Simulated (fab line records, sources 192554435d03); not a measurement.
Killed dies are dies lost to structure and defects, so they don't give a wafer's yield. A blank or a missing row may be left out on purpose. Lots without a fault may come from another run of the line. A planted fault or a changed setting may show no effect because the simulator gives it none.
Which tool did it? | flow n5_finfet | 24 lots, 72 wafers sampled, at 6 steps of a route of 1938

WHAT THE GAUGES READ, wafer by wafer
N5_BEOL_M13_CD_MEAS_28: target cd 209.5 nm.
lot  | measured     | on        | cd_nm (nm)
L074 | day 10 17:49 | cd_sem-03 | 211.8 209.9 210.5
L076 | day 11 16:14 | cd_sem-03 | 210.7 210.6 210.7
L075 | day 11 15:10 | cd_sem-03 | 209.3 209.0 209.4
L079 | day 12 00:44 | cd_sem-02 | 210.4 209.4 210.1
L077 | day 12 06:07 | cd_sem-02 | 208.7 209.7 210.2
L078 | day 12 08:47 | cd_sem-01 | 212.0 210.7 210.1
L080 | day 12 13:34 | cd_sem-01 | 208.9 209.3 208.7
L081 | day 13 02:00 | cd_sem-02 | 210.1 210.7 211.3
L082 | day 13 08:02 | cd_sem-03 | 207.5 207.3 208.9
L083 | day 13 14:42 | cd_sem-01 | 209.3 208.9 209.4
L084 | day 14 01:47 | cd_sem-03 | 208.2 207.6 208.1
L086 | day 14 02:26 | cd_sem-03 | 207.0 208.5 208.3
L085 | day 14 12:38 | cd_sem-02 | 208.0 208.1 208.4
L088 | day 14 13:47 | cd_sem-01 | 209.3 208.9 208.3
L087 | day 14 15:25 | cd_sem-01 | 210.9 210.7 209.4
L090 | day 15 05:30 | cd_sem-03 | 207.3 207.7 208.6
L089 | day 15 06:59 | cd_sem-01 | 209.0 207.9 209.1
L091 | day 15 14:50 | cd_sem-03 | 209.6 209.1 210.5
L092 | day 15 15:20 | cd_sem-01 | 209.9 209.3 210.0
L093 | day 16 02:23 | cd_sem-01 | 209.7 208.9 209.1
L094 | day 16 03:37 | cd_sem-01 | 207.6 208.5 207.7
L096 | day 16 23:10 | cd_sem-01 | 208.5 208.4 208.8
L095 | day 16 23:32 | cd_sem-03 | 211.0 210.1 210.1
L097 | day 17 05:25 | cd_sem-01 | 209.7 209.5 208.3

N5_BEOL_M13_OCD_MEAS_35.
lot  | measured     | on     | trench_depth_nm (nm)
L074 | day 10 18:29 | ocd-02 | 416 415 421
L076 | day 11 16:54 | ocd-02 | 413 420 420
L075 | day 11 16:08 | ocd-02 | 417 421 423
L079 | day 12 01:25 | ocd-01 | 420 421 417
L077 | day 12 06:46 | ocd-02 | 408 419 419
L078 | day 12 09:26 | ocd-01 | 412 418 416
L080 | day 12 14:14 | ocd-01 | 422 419 423
L081 | day 13 02:40 | ocd-02 | 415 413 421
L082 | day 13 08:42 | ocd-02 | 406 411 409
L083 | day 13 15:54 | ocd-01 | 416 421 417
L084 | day 14 02:28 | ocd-02 | 415 423 422
L086 | day 14 03:07 | ocd-01 | 418 410 421
L085 | day 14 13:21 | ocd-01 | 422 410 411
L088 | day 14 14:28 | ocd-02 | 417 409 422
L087 | day 14 16:07 | ocd-02 | 416 413 414
L090 | day 15 06:10 | ocd-01 | 421 422 421
L089 | day 15 07:40 | ocd-01 | 415 412 418
L091 | day 15 15:30 | ocd-01 | 406 415 409
L092 | day 15 16:02 | ocd-01 | 408 412 423
L093 | day 16 03:02 | ocd-01 | 417 415 417
L094 | day 16 04:17 | ocd-02 | 414 422 427
L096 | day 16 23:50 | ocd-02 | 403 415 408
L095 | day 17 00:29 | ocd-01 | 408 402 406
L097 | day 17 06:05 | ocd-01 | 415 409 402

N5_BEOL_M13_RS_MEAS_54: measures by four-point-probe.
lot  | measured     | on            | M13_RS (ohm/sq)
L074 | day 10 22:22 | film_metro-02 | 0.0447 0.0452 0.0444
L076 | day 12 03:41 | film_metro-01 | 0.0449 0.0440 0.0440
L075 | day 12 03:14 | film_metro-01 | 0.0444 0.0438 0.0439
L079 | day 12 05:37 | film_metro-01 | 0.0442 0.0441 0.0445
L077 | day 12 09:23 | film_metro-01 | 0.0456 0.0444 0.0443
L078 | day 12 15:25 | film_metro-02 | 0.0452 0.0444 0.0447
L080 | day 12 17:10 | film_metro-02 | 0.0440 0.0442 0.0439
L081 | day 13 06:52 | film_metro-02 | 0.0449 0.0449 0.0443
L082 | day 13 13:21 | film_metro-01 | 0.0458 0.0453 0.0454
L083 | day 13 19:27 | film_metro-02 | 0.0450 0.0444 0.0446
L084 | day 14 04:41 | film_metro-01 | 0.0447 0.0439 0.0439
L086 | day 14 05:43 | film_metro-01 | 0.0444 0.0452 0.0440
L085 | day 14 15:08 | film_metro-01 | 0.0441 0.0453 0.0450
L088 | day 14 17:37 | film_metro-02 | 0.0445 0.0456 0.0439
L087 | day 14 20:32 | film_metro-01 | 0.0446 0.0449 0.0448
L090 | day 15 10:14 | film_metro-02 | 0.0441 0.0440 0.0440
L089 | day 15 13:28 | film_metro-01 | 0.0446 0.0452 0.0444
L091 | day 15 20:26 | film_metro-02 | 0.0458 0.0449 0.0455
L092 | day 15 20:02 | film_metro-01 | 0.0456 0.0452 0.0438
L093 | day 16 05:43 | film_metro-02 | 0.0447 0.0449 0.0447
L094 | day 16 09:31 | film_metro-02 | 0.0449 0.0439 0.0436
L096 | day 17 03:44 | film_metro-01 | 0.0460 0.0447 0.0454
L095 | day 17 04:02 | film_metro-01 | 0.0454 0.0462 0.0457
L097 | day 17 10:04 | film_metro-01 | 0.0445 0.0451 0.0462

N5_BEOL_M14_INSPECT_12: inspects for defects (macro).
lot  | measured     | on                | raw_defect_count
L074 | day 10 23:07 | defect_inspect-02 | 1 0 4
L076 | day 12 04:26 | defect_inspect-02 | 4 4 3
L075 | day 12 03:58 | defect_inspect-02 | 1 4 3
L079 | day 12 06:21 | defect_inspect-01 | 4 0 2
L077 | day 12 10:07 | defect_inspect-01 | 2 0 1
L078 | day 12 16:01 | defect_inspect-01 | 2 0 2
L080 | day 12 17:52 | defect_inspect-02 | 1 3 1
L081 | day 13 07:36 | defect_inspect-01 | 2 4 4
L082 | day 13 13:58 | defect_inspect-02 | 4 1 3
L083 | day 13 20:04 | defect_inspect-01 | 0 5 3
L084 | day 14 05:26 | defect_inspect-02 | 0 1 0
L086 | day 14 06:27 | defect_inspect-02 | 3 0 1
L085 | day 14 15:53 | defect_inspect-02 | 5 3 2
L088 | day 14 18:13 | defect_inspect-02 | 0 1 3
L087 | day 14 21:09 | defect_inspect-01 | 3 0 2
L090 | day 15 10:52 | defect_inspect-02 | 0 0 2
L089 | day 15 14:13 | defect_inspect-01 | 2 2 4
L091 | day 15 21:04 | defect_inspect-02 | 0 0 2
L092 | day 15 20:47 | defect_inspect-02 | 2 1 1
L093 | day 16 06:27 | defect_inspect-01 | 5 2 6
L094 | day 16 10:16 | defect_inspect-02 | 3 1 1
L096 | day 17 04:29 | defect_inspect-01 | 2 5 2
L095 | day 17 04:38 | defect_inspect-01 | 1 1 3
L097 | day 17 10:46 | defect_inspect-02 | 6 1 3

WHICH TOOL RAN EACH LOT (tool, then ch and the chambers of the sampled wafers, then the start)
lot  | N5_BEOL_M12_TRENCH_ETCH_34         | N5_BEOL_M12_PRE_CLEAN_42
L074 | rie_diel-05 ch 1,2,3, day 10 14:01 | pvd_sputter-01, day 10 14:43
L076 | rie_diel-06 ch 1,2, day 11 08:08   | pvd_sputter-01, day 11 13:15
L075 | rie_diel-05 ch 0,2, day 11 09:19   | pvd_sputter-01, day 11 12:26
L079 | rie_diel-06 ch 1,2, day 11 19:57   | pvd_sputter-03, day 11 22:07
L077 | rie_diel-05 ch 0,2, day 12 00:56   | pvd_sputter-02, day 12 01:39
L078 | rie_diel-02 ch 0,2,3, day 12 03:20 | pvd_sputter-02, day 12 05:49
L080 | rie_diel-06 ch 0,2, day 12 08:48   | pvd_sputter-03, day 12 10:37
L081 | rie_diel-02 ch 0,1,3, day 12 19:02 | pvd_sputter-03, day 12 23:11
L082 | rie_diel-06 ch 1,2,3, day 13 02:35 | pvd_sputter-01, day 13 05:09
L083 | rie_diel-05 ch 0,1,2, day 13 08:43 | pvd_sputter-01, day 13 12:03
L084 | rie_diel-05 ch 1,3, day 13 20:00   | pvd_sputter-01, day 13 22:23
L086 | rie_diel-02 ch 0,1,3, day 13 22:11 | pvd_sputter-02, day 13 23:47
L085 | rie_diel-02 ch 0,1,3, day 14 05:42 | pvd_sputter-03, day 14 08:29
L088 | rie_diel-06 ch 0,1, day 14 06:10   | pvd_sputter-01, day 14 11:05
L087 | rie_diel-06 ch 0,1,2, day 14 07:10 | pvd_sputter-02, day 14 12:47
L090 | rie_diel-02 ch 0,1,3, day 14 23:34 | pvd_sputter-01, day 15 02:23
L089 | rie_diel-05 ch 0,2, day 15 00:29   | pvd_sputter-03, day 15 04:00
L091 | rie_diel-02 ch 1,3, day 15 09:19   | pvd_sputter-03, day 15 11:49
L092 | rie_diel-02 ch 1,3, day 15 10:40   | pvd_sputter-01, day 15 11:52
L093 | rie_diel-02 ch 0,1, day 15 16:07   | pvd_sputter-01, day 15 22:32
L094 | rie_diel-02 ch 0,3, day 15 19:17   | pvd_sputter-01, day 16 00:05
L096 | rie_diel-02 ch 0,1, day 16 12:14   | pvd_sputter-03, day 16 20:23
L095 | rie_diel-06 ch 0,2,3, day 16 12:32 | pvd_sputter-02, day 16 20:47
L097 | rie_diel-02 ch 1,3, day 16 21:57   | pvd_sputter-01, day 17 01:47
- N5_BEOL_M12_TRENCH_ETCH_34: etches SiOC in C4F8/O2/Ar, target depth 318.95 nm, time 125.5 s.
- N5_BEOL_M12_PRE_CLEAN_42: time 30 s.

WHAT THE TOOLS THEMSELVES READ (means of the sampled wafers that have a number; where no wafer has one, the mark that the record gives instead)
N5_BEOL_M12_TRENCH_ETCH_34.
lot  | tool        | drypump_motor_current_A (A) | he_inner_torr (Torr) | oes_product_au (a.u.) | rf_vpp_V (V) | showerhead_plenum_p_Torr (Torr) | throttle_valve_pct (%)
L074 | rie_diel-05 | 5.2                         | 14.987               | 0.79                  | 668          | 3.52                            | 24.24
L076 | rie_diel-06 | 5.6                         | 15.000               | 0.84                  | 668          | 3.50                            | 24.48
L075 | rie_diel-05 | 5.8                         | 15.042               | 0.86                  | 666          | 3.42                            | 23.91
L079 | rie_diel-06 | 5.4                         | 14.975               | 0.77                  | 664          | 3.37                            | 24.53
L077 | rie_diel-05 | 5.8                         | 15.025               | 0.86                  | 666          | 3.42                            | 23.90
L078 | rie_diel-02 | 6.0                         | 14.987               | 0.79                  | 666          | 3.41                            | 23.98
L080 | rie_diel-06 | 5.4                         | 14.980               | 0.78                  | 661          | 3.28                            | 24.45
L081 | rie_diel-02 | 6.2                         | 15.025               | 0.81                  | 666          | 3.43                            | 23.91
L082 | rie_diel-06 | 5.6                         | 14.990               | 0.79                  | 668          | 3.48                            | 24.39
L083 | rie_diel-05 | 5.6                         | 14.979               | 0.83                  | 667          | 3.45                            | 24.14
L084 | rie_diel-05 | 5.1                         | 15.001               | 0.74                  | 667          | 3.45                            | 24.41
L086 | rie_diel-02 | 6.3                         | 15.004               | 0.80                  | 666          | 3.42                            | 23.93
L085 | rie_diel-02 | 6.3                         | 15.008               | 0.79                  | 665          | 3.42                            | 23.93
L088 | rie_diel-06 | 5.8                         | 14.987               | 0.88                  | 666          | 3.43                            | 24.33
L087 | rie_diel-06 | 5.6                         | 14.996               | 0.81                  | 664          | 3.39                            | 24.45
L090 | rie_diel-02 | 6.3                         | 15.006               | 0.78                  | 666          | 3.42                            | 23.94
L089 | rie_diel-05 | 5.7                         | 15.026               | 0.81                  | 668          | 3.50                            | 24.01
L091 | rie_diel-02 | 6.3                         | 14.991               | 0.80                  | 667          | 3.47                            | 23.91
L092 | rie_diel-02 | 6.3                         | 14.979               | 0.80                  | 667          | 3.47                            | 23.91
L093 | rie_diel-02 | 6.5                         | 14.990               | 0.71                  | 665          | 3.43                            | 23.99
L094 | rie_diel-02 | 6.2                         | 14.989               | 0.75                  | 663          | 3.36                            | 23.98
L096 | rie_diel-02 | 6.5                         | 15.002               | 0.72                  | 668          | 3.48                            | 23.96
L095 | rie_diel-06 | 5.6                         | 15.011               | 0.88                  | 668          | 3.51                            | 24.23
L097 | rie_diel-02 | 6.1                         | 15.020               | 0.81                  | 666          | 3.40                            | 23.93

N5_BEOL_M12_PRE_CLEAN_42.
lot  | tool           | heater_power_w (W)
L074 | pvd_sputter-01 | 322
L076 | pvd_sputter-01 | 318
L075 | pvd_sputter-01 | 296
L079 | pvd_sputter-03 | 311
L077 | pvd_sputter-02 | 327
L078 | pvd_sputter-02 | 309
L080 | pvd_sputter-03 | 287
L081 | pvd_sputter-03 | 320
L082 | pvd_sputter-01 | 316
L083 | pvd_sputter-01 | 313
L084 | pvd_sputter-01 | 298
L086 | pvd_sputter-02 | 347
L085 | pvd_sputter-03 | 319
L088 | pvd_sputter-01 | 322
L087 | pvd_sputter-02 | 345
L090 | pvd_sputter-01 | 313
L089 | pvd_sputter-03 | 306
L091 | pvd_sputter-03 | 306
L092 | pvd_sputter-01 | 306
L093 | pvd_sputter-01 | 304
L094 | pvd_sputter-01 | 314
L096 | pvd_sputter-03 | 303
L095 | pvd_sputter-02 | 334
L097 | pvd_sputter-01 | 305

THE ANSWER, worked out from the rows above alone
Rule: what is usual is taken from the lots themselves. Put in order of their means at a reading, lots are off if they are a third of the lots or fewer, leave a main group of 4 or more, and stand apart from it by a gap of 3 or more times the standard deviation of the main group's means; of several such gaps the widest counts. A main group whose means are all the same, to the digits that the tables above print for the reading, isn't used. A lot without any number at a reading at which 4 lots or more have one is off too. The other lots that the step has rows for count as sound. The gauges are gone through in route order, then the tools' own readings, and for those a lot's mean is taken as printed above. The first step at which some lot is off is used, and at that step the reading that is off furthest; a lot without a number counts as furthest.
No lot is off at any reading shown: from this, nothing can be told.

WHAT THE SIMULATOR HAD PUT IN
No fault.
